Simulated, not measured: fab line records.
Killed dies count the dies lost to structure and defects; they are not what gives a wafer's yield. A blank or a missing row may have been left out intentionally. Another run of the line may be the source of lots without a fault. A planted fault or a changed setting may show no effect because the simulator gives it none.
Which tool was responsible? / flow nandHarc / 39 wafers from 13 lots sampled at 5 of the route's 1302 steps

== WHAT EACH GAUGE READ, for each wafer ==
NHARC_END_SORT_01.
lot=L849; measured=day 26 01:55; on=prober-02; killedAtArray=83 82 84; killedAtOther=2 1 1; killedAtPeriphery=1 0 3; killedDies=86 83 88; killedOpen=4 1 1; killedShort=5 1 1
lot=L853; measured=day 27 06:35; on=prober-02; killedAtArray=46 58 66; killedAtOther=1 1 0; killedAtPeriphery=14 4 1; killedDies=61 63 67; killedOpen=7 2 4; killedShort=1 4 4
lot=L860; measured=day 30 20:33; on=prober-01; killedAtArray=57 47 44; killedAtOther=3 1 3; killedAtPeriphery=6 5 2; killedDies=66 53 49; killedOpen=1 3 3; killedShort=2 1 2

== WHICH TOOL RAN EACH LOT (tool, then ch and the chambers of the sampled wafers, then the start) ==
lot=L848; NHARC_P_BONDPAD_STRIP_15=rieDiel-12 ch 0,2,3, day 7 19:59; NHARC_P_BONDPAD_DEGAS_25=pvdSputter-03, day 7 20:29; NHARC_A_ZERO_WELL_EXPOSE_07=krfScanner-04 ch 0, day 7 23:10; NHARC_A_ZERO_WELL_RTA_16=rtpAnneal-02 ch 0, day 8 00:35
lot=L849; NHARC_P_BONDPAD_STRIP_15=rieDiel-12 ch 1,3, day 8 03:28; NHARC_P_BONDPAD_DEGAS_25=pvdSputter-01, day 8 04:02; NHARC_A_ZERO_WELL_EXPOSE_07=krfScanner-04 ch 0, day 8 06:41; NHARC_A_ZERO_WELL_RTA_16=rtpAnneal-02 ch 0, day 8 08:08
lot=L851; NHARC_P_BONDPAD_STRIP_15=rieDiel-10 ch 0,2,3, day 8 15:46; NHARC_P_BONDPAD_DEGAS_25=pvdSputter-02, day 8 16:22; NHARC_A_ZERO_WELL_EXPOSE_07=krfScanner-04 ch 0, day 8 19:25; NHARC_A_ZERO_WELL_RTA_16=rtpAnneal-01 ch 0, day 8 20:50
lot=L852; NHARC_P_BONDPAD_STRIP_15=rieDiel-01 ch 0,1,3, day 9 01:04; NHARC_P_BONDPAD_DEGAS_25=pvdSputter-03, day 9 01:37; NHARC_A_ZERO_WELL_EXPOSE_07=krfScanner-02 ch 0, day 9 04:23; NHARC_A_ZERO_WELL_RTA_16=rtpAnneal-02 ch 0, day 9 05:48
lot=L853; NHARC_P_BONDPAD_STRIP_15=rieDiel-12 ch 0,1,2, day 9 18:17; NHARC_P_BONDPAD_DEGAS_25=pvdSputter-02, day 9 18:51; NHARC_A_ZERO_WELL_EXPOSE_07=krfScanner-03 ch 0, day 9 21:51; NHARC_A_ZERO_WELL_RTA_16=rtpAnneal-01 ch 0, day 9 23:17
lot=L855; NHARC_P_BONDPAD_STRIP_15=rieDiel-10 ch 0,2, day 10 17:36; NHARC_P_BONDPAD_DEGAS_25=pvdSputter-03, day 10 18:09; NHARC_A_ZERO_WELL_EXPOSE_07=krfScanner-02 ch 0, day 10 20:58; NHARC_A_ZERO_WELL_RTA_16=rtpAnneal-01 ch 0, day 10 22:38
lot=L857; NHARC_P_BONDPAD_STRIP_15=rieDiel-01 ch 0,2,3, day 11 09:40; NHARC_P_BONDPAD_DEGAS_25=pvdSputter-03, day 11 10:13; NHARC_A_ZERO_WELL_EXPOSE_07=krfScanner-02 ch 0, day 11 12:58; NHARC_A_ZERO_WELL_RTA_16=rtpAnneal-01 ch 0, day 11 14:24
lot=L858; NHARC_P_BONDPAD_STRIP_15=rieDiel-01 ch 1,2,3, day 11 13:31; NHARC_P_BONDPAD_DEGAS_25=pvdSputter-02, day 11 14:04; NHARC_A_ZERO_WELL_EXPOSE_07=krfScanner-02 ch 0, day 11 16:44; NHARC_A_ZERO_WELL_RTA_16=rtpAnneal-02 ch 0, day 11 18:08
lot=L860; NHARC_P_BONDPAD_STRIP_15=rieDiel-01 ch 0,1, day 12 23:19; NHARC_P_BONDPAD_DEGAS_25=pvdSputter-03, day 12 23:53; NHARC_A_ZERO_WELL_EXPOSE_07=krfScanner-03 ch 0, day 13 02:38; NHARC_A_ZERO_WELL_RTA_16=rtpAnneal-01 ch 0, day 13 04:03
lot=L865; NHARC_P_BONDPAD_STRIP_15=rieDiel-12 ch 0,3, day 14 17:03; NHARC_P_BONDPAD_DEGAS_25=pvdSputter-02, day 14 17:36; NHARC_A_ZERO_WELL_EXPOSE_07=krfScanner-04 ch 0, day 14 20:23; NHARC_A_ZERO_WELL_RTA_16=rtpAnneal-02 ch 0, day 14 21:55
lot=L866; NHARC_P_BONDPAD_STRIP_15=rieDiel-12 ch 0,1,3, day 15 15:02; NHARC_P_BONDPAD_DEGAS_25=pvdSputter-01, day 15 15:35; NHARC_A_ZERO_WELL_EXPOSE_07=krfScanner-03 ch 0, day 15 18:19; NHARC_A_ZERO_WELL_RTA_16=rtpAnneal-01 ch 0, day 15 19:46
lot=L868; NHARC_P_BONDPAD_STRIP_15=rieDiel-12 ch 0,1,2, day 15 16:44; NHARC_P_BONDPAD_DEGAS_25=pvdSputter-02, day 15 17:17; NHARC_A_ZERO_WELL_EXPOSE_07=krfScanner-03 ch 0, day 15 19:58; NHARC_A_ZERO_WELL_RTA_16=rtpAnneal-02 ch 0, day 15 21:25
lot=L869; NHARC_P_BONDPAD_STRIP_15=rieDiel-10 ch 0,3, day 16 05:18; NHARC_P_BONDPAD_DEGAS_25=pvdSputter-03, day 16 05:51; NHARC_A_ZERO_WELL_EXPOSE_07=krfScanner-04 ch 0, day 16 08:38; NHARC_A_ZERO_WELL_RTA_16=rtpAnneal-01 ch 0, day 16 10:03
- NHARC_P_BONDPAD_STRIP_15: strips in O2.
- NHARC_P_BONDPAD_DEGAS_25: time 60 s.
- NHARC_A_ZERO_WELL_EXPOSE_07: exposes mask A ZERO.
- NHARC_A_ZERO_WELL_RTA_16: time 10 s.

== AS READ BY THE TOOLS THEMSELVES (means over the sampled wafers that have a number; for cases with no such wafer, the mark the record gives instead) ==
NHARC_P_BONDPAD_STRIP_15.
lot=L848; tool=rieDiel-12; drypumpMotorCurrentA (A)=5.7; oesProductAu (a.u.)=1.004; rfVppV (V)=58.3; showerheadPlenumPTorr (Torr)=3.73; throttleValvePct (%)=17.039
lot=L849; tool=rieDiel-12; drypumpMotorCurrentA (A)=5.7; oesProductAu (a.u.)=0.994; rfVppV (V)=57.2; showerheadPlenumPTorr (Torr)=3.63; throttleValvePct (%)=17.038
lot=L851; tool=rieDiel-10; drypumpMotorCurrentA (A)=5.7; oesProductAu (a.u.)=0.987; rfVppV (V)=58.0; showerheadPlenumPTorr (Torr)=3.68; throttleValvePct (%)=17.034
lot=L852; tool=rieDiel-01; drypumpMotorCurrentA (A)=5.8; oesProductAu (a.u.)=0.999; rfVppV (V)=57.5; showerheadPlenumPTorr (Torr)=3.56; throttleValvePct (%)=17.042
lot=L853; tool=rieDiel-12; drypumpMotorCurrentA (A)=5.6; oesProductAu (a.u.)=1.004; rfVppV (V)=58.2; showerheadPlenumPTorr (Torr)=3.60; throttleValvePct (%)=17.047
lot=L855; tool=rieDiel-10; drypumpMotorCurrentA (A)=5.8; oesProductAu (a.u.)=0.983; rfVppV (V)=58.5; showerheadPlenumPTorr (Torr)=3.67; throttleValvePct (%)=17.035
lot=L857; tool=rieDiel-01; drypumpMotorCurrentA (A)=5.5; oesProductAu (a.u.)=1.005; rfVppV (V)=57.8; showerheadPlenumPTorr (Torr)=3.57; throttleValvePct (%)=17.036
lot=L858; tool=rieDiel-01; drypumpMotorCurrentA (A)=5.6; oesProductAu (a.u.)=0.992; rfVppV (V)=58.0; showerheadPlenumPTorr (Torr)=3.50; throttleValvePct (%)=17.030
lot=L860; tool=rieDiel-01; drypumpMotorCurrentA (A)=6.0; oesProductAu (a.u.)=1.001; rfVppV (V)=58.2; showerheadPlenumPTorr (Torr)=3.53; throttleValvePct (%)=17.037
lot=L865; tool=rieDiel-12; drypumpMotorCurrentA (A)=6.1; oesProductAu (a.u.)=0.987; rfVppV (V)=57.8; showerheadPlenumPTorr (Torr)=3.72; throttleValvePct (%)=17.033
lot=L866; tool=rieDiel-12; drypumpMotorCurrentA (A)=5.8; oesProductAu (a.u.)=1.000; rfVppV (V)=58.0; showerheadPlenumPTorr (Torr)=3.61; throttleValvePct (%)=17.039
lot=L868; tool=rieDiel-12; drypumpMotorCurrentA (A)=5.6; oesProductAu (a.u.)=1.019; rfVppV (V)=57.1; showerheadPlenumPTorr (Torr)=3.60; throttleValvePct (%)=17.034
lot=L869; tool=rieDiel-10; drypumpMotorCurrentA (A)=5.7; oesProductAu (a.u.)=1.000; rfVppV (V)=58.0; showerheadPlenumPTorr (Torr)=3.75; throttleValvePct (%)=17.046

NHARC_P_BONDPAD_DEGAS_25.
lot=L848; tool=pvdSputter-03; heaterPowerW (W)=473
lot=L849; tool=pvdSputter-01; heaterPowerW (W)=468
lot=L851; tool=pvdSputter-02; heaterPowerW (W)=518
lot=L852; tool=pvdSputter-03; heaterPowerW (W)=458
lot=L853; tool=pvdSputter-02; heaterPowerW (W)=509
lot=L855; tool=pvdSputter-03; heaterPowerW (W)=429
lot=L857; tool=pvdSputter-03; heaterPowerW (W)=466
lot=L858; tool=pvdSputter-02; heaterPowerW (W)=528
lot=L860; tool=pvdSputter-03; heaterPowerW (W)=457
lot=L865; tool=pvdSputter-02; heaterPowerW (W)=535
lot=L866; tool=pvdSputter-01; heaterPowerW (W)=458
lot=L868; tool=pvdSputter-02; heaterPowerW (W)=509
lot=L869; tool=pvdSputter-03; heaterPowerW (W)=461

NHARC_A_ZERO_WELL_EXPOSE_07.
lot=L848 tool=krfScanner-04 exposureDoseMJCm2=33.84
lot=L849 tool=krfScanner-04 exposureDoseMJCm2=33.85
lot=L851 tool=krfScanner-04 exposureDoseMJCm2=33.89
lot=L852 tool=krfScanner-02 exposureDoseMJCm2=33.78
lot=L853 tool=krfScanner-03 exposureDoseMJCm2=33.78
lot=L855 tool=krfScanner-02 exposureDoseMJCm2=33.81
lot=L857 tool=krfScanner-02 exposureDoseMJCm2=35.33
lot=L858 tool=krfScanner-02 exposureDoseMJCm2=34.97
lot=L860 tool=krfScanner-03 exposureDoseMJCm2=33.80
lot=L865 tool=krfScanner-04 exposureDoseMJCm2=33.84
lot=L866 tool=krfScanner-03 exposureDoseMJCm2=33.86
lot=L868 tool=krfScanner-03 exposureDoseMJCm2=33.81
lot=L869 tool=krfScanner-04 exposureDoseMJCm2=33.84

NHARC_A_ZERO_WELL_RTA_16.
lot=L848; tool=rtpAnneal-02; lampPowerPct (%)=30.7; lamp_zone_4_pct (%)=30.7; wafer_temp_C_max=1005.2
lot=L849; tool=rtpAnneal-02; lampPowerPct (%)=30.7; lamp_zone_4_pct (%)=30.7; wafer_temp_C_max=1004.5
lot=L851; tool=rtpAnneal-01; lampPowerPct (%)=27.2; lamp_zone_4_pct (%)=27.2; wafer_temp_C_max=1004.6
lot=L852; tool=rtpAnneal-02; lampPowerPct (%)=30.6; lamp_zone_4_pct (%)=30.6; wafer_temp_C_max=1005.7
lot=L853; tool=rtpAnneal-01; lampPowerPct (%)=27.2; lamp_zone_4_pct (%)=27.3; wafer_temp_C_max=1005.8
lot=L855; tool=rtpAnneal-01; lampPowerPct (%)=27.3; lamp_zone_4_pct (%)=27.2; wafer_temp_C_max=1004.9
lot=L857; tool=rtpAnneal-01; lampPowerPct (%)=27.2; lamp_zone_4_pct (%)=27.2; wafer_temp_C_max=1004.5
lot=L858; tool=rtpAnneal-02; lampPowerPct (%)=30.7; lamp_zone_4_pct (%)=30.7; wafer_temp_C_max=1006.5
lot=L860; tool=rtpAnneal-01; lampPowerPct (%)=27.2; lamp_zone_4_pct (%)=27.3; wafer_temp_C_max=1005.7
lot=L865; tool=rtpAnneal-02; lampPowerPct (%)=30.7; lamp_zone_4_pct (%)=30.7; wafer_temp_C_max=1007.1
lot=L866; tool=rtpAnneal-01; lampPowerPct (%)=27.3; lamp_zone_4_pct (%)=27.3; wafer_temp_C_max=1006.5
lot=L868; tool=rtpAnneal-02; lampPowerPct (%)=30.7; lamp_zone_4_pct (%)=30.7; wafer_temp_C_max=1006.3
lot=L869; tool=rtpAnneal-01; lampPowerPct (%)=27.3; lamp_zone_4_pct (%)=27.3; wafer_temp_C_max=1005.1

== THE ANSWER, worked out from the rows above alone ==
Rule: the usual values come from the lots themselves. Put in order of their means at a reading, lots are off if they are a third of the lots or fewer, leave a main group of 4 or more, and stand apart from it by a gap of 3 or more times the standard deviation of the main group's means; of several such gaps the widest counts. If all means in a main group match to the digits the tables above print for the reading, that group is not used. Also off: a lot with no number at a reading for which 4 or more lots have one. Where the step has rows for the other lots, those lots are counted as sound. The gauges are gone through in route order, then the tools' own readings, and for those a lot's mean is taken as printed above. The first step at which some lot is off is used, and at that step the reading that is off furthest; a lot without a number counts as furthest.
Off, at NHARC_A_ZERO_WELL_EXPOSE_07 on exposureDoseMJCm2: L857, L858. For the main group the mean is 33.83 and the standard deviation 0.033.
If a tool, at that step or one of the process steps before it, ran each lot that is off and ran no sound lot following the first of them, it fits. One fits: NHARC_A_ZERO_WELL_EXPOSE_07 on krfScanner-02. A fault onset in the window from L855 (day 10 20:58, its last sound lot) to L857 (day 11 12:58, its first lot off) fits.
The tool's own readings at NHARC_A_ZERO_WELL_EXPOSE_07 bear it out: on the lots that are off they differ by more than 5 times the standard deviation of the sound lots' means. exposureDoseMJCm2 reads 35.15 there against 33.83 on the sound lots.

== WHAT THE SIMULATOR HAD PUT IN ==
Drift in process parameters on krfScanner-02 at NHARC_A_ZERO_WELL_EXPOSE_07, starting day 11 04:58. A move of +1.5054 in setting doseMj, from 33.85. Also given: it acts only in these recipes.
Struck lots among those shown: L857, L858. The rule above reached the same finding.
